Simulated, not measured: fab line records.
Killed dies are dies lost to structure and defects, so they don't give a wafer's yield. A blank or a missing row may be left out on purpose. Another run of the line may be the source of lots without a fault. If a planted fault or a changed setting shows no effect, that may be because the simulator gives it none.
Which of the tools did it? / flow nandHarc / 11 lots, 32 wafers sampled, at 5 steps of a route of 1159

== WHAT EACH GAUGE READ, for each wafer ==
NHARC_P_M2_INSPECT_27.
lot=L924; measured=day 6 02:16; on=defectInspect-02; rawDefectCount=343 285 400
lot=L931; measured=day 7 22:46; on=defectInspect-01; rawDefectCount=431 297
lot=L935; measured=day 9 08:51; on=defectInspect-02; rawDefectCount=315 258 251
lot=L938; measured=day 9 14:31; on=defectInspect-01; rawDefectCount=430 268 366
lot=L936; measured=day 9 15:59; on=defectInspect-02; rawDefectCount=235 194 194
lot=L940; measured=day 10 07:20; on=defectInspect-02; rawDefectCount=238 165 277
lot=L943; measured=day 10 15:27; on=defectInspect-02; rawDefectCount=194 198 258
lot=L945; measured=day 11 15:26; on=defectInspect-02; rawDefectCount=291 308 565
lot=L944; measured=day 11 16:31; on=defectInspect-01; rawDefectCount=266 267 330
lot=L947; measured=day 11 18:35; on=defectInspect-01; rawDefectCount=391 522 726
lot=L946; measured=day 11 19:11; on=defectInspect-01; rawDefectCount=346 456 322

NHARC_A_SOURCE_PLATE_THK_MEAS_06: measures by ellipsometry.
lot=L924; measured=day 7 08:29; on=filmMetro-02; thkNm (nm)=203.9 202.0 204.7
lot=L931; measured=day 9 00:58; on=filmMetro-01; thkNm (nm)=202.3 200.7
lot=L935; measured=day 10 13:49; on=filmMetro-02; thkNm (nm)=199.3 196.7 198.9
lot=L938; measured=day 10 17:23; on=filmMetro-02; thkNm (nm)=202.3 203.5 199.8
lot=L936; measured=day 10 17:22; on=filmMetro-02; thkNm (nm)=197.8 197.3 198.3
lot=L940; measured=day 11 10:49; on=filmMetro-01; thkNm (nm)=203.2 204.5 200.8
lot=L943; measured=day 11 16:31; on=filmMetro-02; thkNm (nm)=202.0 202.0 199.9
lot=L945; measured=day 12 20:08; on=filmMetro-01; thkNm (nm)=201.1 203.9 202.4
lot=L944; measured=day 12 20:08; on=filmMetro-02; thkNm (nm)=197.1 196.5 197.6
lot=L947; measured=day 12 20:08; on=filmMetro-01; thkNm (nm)=200.7 199.1 201.7
lot=L946; measured=day 12 20:08; on=filmMetro-02; thkNm (nm)=200.0 203.7 200.6

NHARC_A_ONON_D1_THK_MEAS_14: measures by ellipsometry.
lot=L924; measured=day 7 11:48; on=filmMetro-02; thkNm (nm)=991 992 992
lot=L931; measured=day 9 03:55; on=filmMetro-01; thkNm (nm)=993 1088
lot=L935; measured=day 10 16:44; on=filmMetro-01; thkNm (nm)=987 985 989
lot=L938; measured=day 10 20:20; on=filmMetro-02; thkNm (nm)=985 988 988
lot=L936; measured=day 10 20:18; on=filmMetro-02; thkNm (nm)=1008 1004 1007
lot=L940; measured=day 11 13:43; on=filmMetro-01; thkNm (nm)=1006 1009 1006
lot=L943; measured=day 11 19:24; on=filmMetro-02; thkNm (nm)=995 995 995
lot=L945; measured=day 12 23:02; on=filmMetro-01; thkNm (nm)=1012 1011 1012
lot=L944; measured=day 12 23:23; on=filmMetro-02; thkNm (nm)=1006 1007 1007
lot=L947; measured=day 12 23:05; on=filmMetro-02; thkNm (nm)=999 999 1001
lot=L946; measured=day 12 23:10; on=filmMetro-01; thkNm (nm)=1014 1013 1014

== WHAT TOOL EACH LOT RAN ON (gives the tool, then ch and the chambers of the sampled wafers, and finally the start) ==
lot=L924; NHARC_P_BONDPAD_CMP_32=cmp-01 ch 0,2,3, day 6 03:16; NHARC_A_ONON_D1_DEP_12=pecvdOnon-04 ch 0, day 7 11:17
lot=L931; NHARC_P_BONDPAD_CMP_32=cmp-04 ch 2,3, day 7 23:44; NHARC_A_ONON_D1_DEP_12=pecvdOnon-03 ch 0, day 9 03:31
lot=L935; NHARC_P_BONDPAD_CMP_32=cmp-03 ch 0,2,3, day 9 09:56; NHARC_A_ONON_D1_DEP_12=pecvdOnon-02 ch 0, day 10 16:14
lot=L938; NHARC_P_BONDPAD_CMP_32=cmp-01 ch 0,3, day 9 15:32; NHARC_A_ONON_D1_DEP_12=pecvdOnon-04 ch 0, day 10 19:48
lot=L936; NHARC_P_BONDPAD_CMP_32=cmp-03 ch 0,1,2, day 9 17:07; NHARC_A_ONON_D1_DEP_12=pecvdOnon-02 ch 0, day 10 19:55
lot=L940; NHARC_P_BONDPAD_CMP_32=cmp-04 ch 0,1,3, day 10 08:21; NHARC_A_ONON_D1_DEP_12=pecvdOnon-02 ch 0, day 11 13:12
lot=L943; NHARC_P_BONDPAD_CMP_32=cmp-04 ch 1,2,3, day 10 16:26; NHARC_A_ONON_D1_DEP_12=pecvdOnon-02 ch 0, day 11 19:01
lot=L945; NHARC_P_BONDPAD_CMP_32=cmp-04 ch 1,2,3, day 11 16:25; NHARC_A_ONON_D1_DEP_12=pecvdOnon-04 ch 0, day 12 22:35
lot=L944; NHARC_P_BONDPAD_CMP_32=cmp-04 ch 2,3, day 11 17:31; NHARC_A_ONON_D1_DEP_12=pecvdOnon-04 ch 0, day 12 22:53
lot=L947; NHARC_P_BONDPAD_CMP_32=cmp-01 ch 1,2, day 11 19:37; NHARC_A_ONON_D1_DEP_12=pecvdOnon-03 ch 0, day 12 22:38
lot=L946; NHARC_P_BONDPAD_CMP_32=cmp-01 ch 0,1,3, day 11 20:10; NHARC_A_ONON_D1_DEP_12=pecvdOnon-02 ch 0, day 12 22:40
- NHARC_P_BONDPAD_CMP_32: polishes SiCN, target thk 200 nm.
- NHARC_A_ONON_D1_DEP_12: target thk 1000 nm.

== WHAT THE TOOLS THEMSELVES READ (means of the sampled wafers that have a number; where no wafer has one, the mark that the record gives instead) ==
NHARC_P_BONDPAD_CMP_32.
lot=L924; tool=cmp-01; motorCurrentA (A)=12.2
lot=L931; tool=cmp-04; motorCurrentA (A)=12.9
lot=L935; tool=cmp-03; motorCurrentA (A)=12.0
lot=L938; tool=cmp-01; motorCurrentA (A)=12.5
lot=L936; tool=cmp-03; motorCurrentA (A)=11.4
lot=L940; tool=cmp-04; motorCurrentA (A)=13.1
lot=L943; tool=cmp-04; motorCurrentA (A)=12.8
lot=L945; tool=cmp-04; motorCurrentA (A)=13.3
lot=L944; tool=cmp-04; motorCurrentA (A)=13.1
lot=L947; tool=cmp-01; motorCurrentA (A)=13.1
lot=L946; tool=cmp-01; motorCurrentA (A)=11.7

NHARC_A_ONON_D1_DEP_12.
lot=L924; tool=pecvdOnon-04; susceptorTempC (C)=399.75
lot=L931; tool=pecvdOnon-03; susceptorTempC (C)=399.94
lot=L935; tool=pecvdOnon-02; susceptorTempC (C)=400.32
lot=L938; tool=pecvdOnon-04; susceptorTempC (C)=400.03
lot=L936; tool=pecvdOnon-02; susceptorTempC (C)=399.73
lot=L940; tool=pecvdOnon-02; susceptorTempC (C)=399.71
lot=L943; tool=pecvdOnon-02; susceptorTempC (C)=399.84
lot=L945; tool=pecvdOnon-04; susceptorTempC (C)=400.08
lot=L944; tool=pecvdOnon-04; susceptorTempC (C)=400.04
lot=L947; tool=pecvdOnon-03; susceptorTempC (C)=399.74
lot=L946; tool=pecvdOnon-02; susceptorTempC (C)=400.09

== THE ANSWER, worked out from the rows above alone ==
Rule: what is usual is taken from the lots themselves. The widest of any qualifying gaps counts: lots, ordered by their means at a reading, are off when they make up no more than a third of the lots, leave a main group of 4 or more, and stand apart from it by 3 or more times the standard deviation of that group's means. If all means in a main group match to the digits the tables above print for the reading, that group is not used. Also off: a lot with no number at a reading for which 4 or more lots have one. The other lots that the step has rows for count as sound. Order of review: gauges by route order, followed by the tools' own readings, for which a lot's mean as printed above is used. The first step at which some lot is off is used, and at that step the reading that is off furthest; a lot without a number counts as furthest.
Across all readings shown, no lot is off: no conclusion can be drawn from this.

== WHAT THE SIMULATOR PUT IN ==
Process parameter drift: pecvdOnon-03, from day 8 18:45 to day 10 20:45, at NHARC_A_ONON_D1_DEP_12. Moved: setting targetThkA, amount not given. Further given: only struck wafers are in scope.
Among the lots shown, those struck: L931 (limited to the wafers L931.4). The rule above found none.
